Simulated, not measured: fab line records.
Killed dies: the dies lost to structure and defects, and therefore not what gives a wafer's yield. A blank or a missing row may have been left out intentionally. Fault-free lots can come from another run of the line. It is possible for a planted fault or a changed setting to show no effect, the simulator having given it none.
Comparing a struck lot with a sound one ; flow nand-harc ; 14 out of 1302 route steps
Sound: wafers L139.1, L139.5, L139.6. Struck: wafers L151.1, L151.2. (L151.6 of the same lot was not struck and is left out.) The cause comes at the end.
For every step that has rows: the tool of each side, followed by ch and its chambers, followed by its first start. Under that, the readings that differ: sound wafers ; struck wafers ; difference of the means ; sigmas: that difference in standard deviations of wafers without a fault.
alike: same words and numbers on both sides, and readings whose means sit less than 2 such deviations apart. not compared: any withheld reading, any reading some wafer has no value for, any bound like >300 that may hide the same value, and any number with overlapping values for which the record gives no deviation.
Wherever a step has rows on one side only, a row that says differs or no value, or a row with sigmas, the two part there. Numbers that don't overlap but have no deviation are shown without sigmas and don't part them. A reading that every wafer of one side lacks parts them only if that side has two wafers or more.

first, 7 steps without rows for these wafers: NHARC_A_M1_COAT_34 (time 65 s); NHARC_A_M1_COAT_03 (resist thk 90 nm); NHARC_A_M1_SOFTBAKE_04 (time 55 s); NHARC_A_M1_EBR_05; NHARC_A_M1_EXPOSE_06 (exposes mask A M1, target cd 120 nm); NHARC_A_M1_PEB_07 (peb time 65 s); NHARC_A_M1_DEVELOP_08 (develop time 35 s).
NHARC_A_M1_CD_MEAS_09: target cd 120 nm.
  sound on cd-sem-01 ch 0, day 24 01:15; struck on cd-sem-01 ch 0, day 29 00:38
  alike: cd-nm
NHARC_A_M1_OVL_MEAS_10: pitch 240 nm.
  struck on overlay-02, day 29 00:43; sound on overlay-02, day 24 01:20
reading;sound;struck;difference;sigmas
overlay-x-nm (nm);-0.9 -0.7 -0.8;1.0 1.0;+1.8;+2
  alike: overlay-y-nm
NHARC_A_M1_INSPECT_11:
  struck on defect-inspect-02, day 29 00:45; sound on defect-inspect-01, day 24 01:23
  alike: raw-defect-count
NHARC_A_M1_DESCUM_14: chemistry O2, time 3 s.
  sound on rie-diel-13 ch 0,3, day 24 01:27; struck on rie-diel-04 ch 0,1, day 29 00:49
  alike: drypump-motor-current-A, oes-product-au, rf-vpp-V, showerhead-plenum-p-Torr, throttle-valve-pct
  not compared: rf-hours-counter-h
NHARC_A_M1_ETCH_35: etches the open film in N2/H2, target depth 40 nm, overetch 12 nm, time 43.94 s.
  sound on rie-diel-13 ch 0,1, day 24 01:31; struck on rie-diel-04 ch 1,2, day 29 00:54
  alike: drypump-motor-current-A, oes-product-au, rf-vpp-V, run-length-s, showerhead-plenum-p-Torr, throttle-valve-pct
  not compared: rf-hours-counter-h
NHARC_A_M1_ETCH_15: etches the open film in C4F8/Ar, target depth 182.5 nm, time 91.2 s.
  sound on rie-diel-13 ch 0,1,2, day 24 01:38; struck on rie-diel-04 ch 1,3, day 29 00:59
reading;sound;struck;difference;sigmas
oes-product-au (a.u.);0.921 0.921 0.922;0.961 0.988;+0.053;+2
run-length-s (s);112.9 113.6 112.7;100.8 101.9;-11.7;-27
  alike: rf-vpp-V
  not compared: rf-hours-counter-h
NHARC_A_M1_CD_MEAS_16:
  struck on cd-sem-03, day 29 01:07; sound on cd-sem-03, day 24 01:44
  alike: cd-nm

## WHERE THEY PART
Earliest at NHARC_A_M1_OVL_MEAS_10; latest, in this record, at NHARC_A_M1_ETCH_15. Later steps at which nothing parts them and some readings are alike: NHARC_A_M1_CD_MEAS_16.

WHY: what the simulator had put in
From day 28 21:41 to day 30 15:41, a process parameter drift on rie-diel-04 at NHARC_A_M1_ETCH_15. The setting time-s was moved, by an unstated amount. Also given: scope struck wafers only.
